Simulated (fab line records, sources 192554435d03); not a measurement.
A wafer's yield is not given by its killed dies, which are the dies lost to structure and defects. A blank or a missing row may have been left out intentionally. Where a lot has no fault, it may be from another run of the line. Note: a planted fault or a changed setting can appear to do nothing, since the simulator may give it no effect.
Split-lot trial | flow n5 finfet | 7 lots, 21 wafers read, on a route of 1938 steps

THE SPLIT
At N5_MOL_CONTACT_COAG_VIA_ETCH_117 (etches SiO2 in C4F6/O2, target depth 40 nm, overetch 8 nm, time 26 s), the setting bias w was moved away from the recipe's 455 W on 10 of the 21 wafers read, by -9.7% to +15.8%. For the rest of the wafers, this setting stayed at what the recipe calls for.

The split's own step is where the reading is taken.

THE READING
rf vpp V, in V, at N5_MOL_CONTACT_COAG_VIA_ETCH_117 (etches SiO2 in C4F6/O2, target depth 40 nm, overetch 8 nm, time 26 s). Fault-free wafers of this fab line usually give 1581 V, standard deviation 38 V.

wafer  | tool, chamber at the split | bias w as run, W | against the recipe | rf vpp V, V | against lot-mates on the recipe
L076.1 | rie diel-06, 3             | 495.4            | +8.9%              | 1673        | +102
L076.4 | rie diel-06, 0             | 495.4            | +8.9%              | 1641        | +70
L076.6 | rie diel-06, 3             | 455              | recipe             | 1571        | -
L074.3 | rie diel-06, 1             | 455              | recipe             | 1571        | -
L074.4 | rie diel-06, 2             | 410.9            | -9.7%              | 1432        | -140
L074.5 | rie diel-06, 1             | 455              | recipe             | 1573        | -
L082.1 | rie diel-05, 0             | 455              | recipe             | 1569        | -
L082.3 | rie diel-05, 3             | 527              | +15.8%             | 1761        | +192
L082.6 | rie diel-05, 2             | 527              | +15.8%             | 1689        | +120
L088.2 | rie diel-05, 0             | 413.8            | -9.1%              | 1459        | -56
L088.4 | rie diel-05, 2             | 455              | recipe             | 1515        | -
L088.6 | rie diel-05, 3             | 413.8            | -9.1%              | 1470        | -45
L089.1 | rie diel-03, 0             | 455              | recipe             | 1621        | -
L089.2 | rie diel-03, 1             | 455              | recipe             | 1582        | -
L089.6 | rie diel-03, 0             | 455              | recipe             | 1621        | -
L091.2 | rie diel-06, 3             | 416.8            | -8.4%              | 1470        | no lot-mate on the recipe
L091.4 | rie diel-06, 2             | 416.8            | -8.4%              | 1448        | no lot-mate on the recipe
L091.6 | rie diel-06, 2             | 416.8            | -8.4%              | 1449        | no lot-mate on the recipe
L094.1 | rie diel-05, 1             | 455              | recipe             | 1633        | -
L094.2 | rie diel-05, 0             | 455              | recipe             | 1567        | -
L094.6 | rie diel-05, 0             | 455              | recipe             | 1568        | -

FIT RESULTS
A straight line over all 21 wafers: rf vpp V changes by +11.1 V for each +1% of bias w; r = +0.94; the points scatter about the line by 32 V.
The same after taking each lot's own level away (the mean of its wafers on the recipe; 18 wafers): +9.48 V for each +1%; r = +0.93; scatter 27 V.
On that fit, the largest move of bias w shifts the reading by 1.5e+02 V.
Measured against the standard deviation above, the lots' own levels, which go from 1515.0 to 1608.0 V, span 2.4 times it.
So the lot-to-lot level changes the slope: the two fits differ.
Check: +135 V against its lot-mates is what the line predicts for one of the wafers moved furthest among these (+15.8%) when that wafer is left out of the fit. It came out at +192 V against them.
Tool readings at the split's step, against how far the setting was moved: rf vpp V r = +0.94.

THESE WAFERS: OTHER SPLITS
Before the reading, these wafers also passed through other splits. Each is held against what the fit with the lots' levels taken away leaves over:
other split on the same wafers    | wafers away from the commonest value | r with rf vpp V (lot level and that fit taken away)
N5_HKMG_FIN_ETCH_54 bias w        | 4                                    | +0.46
N5_MOL_CONTACT_COAG_ALD_27 time s | 7                                    | -0.27

FILE'S OWN FIT
rf vpp V changes by +9.99 V for each +1% of bias w, r = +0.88.
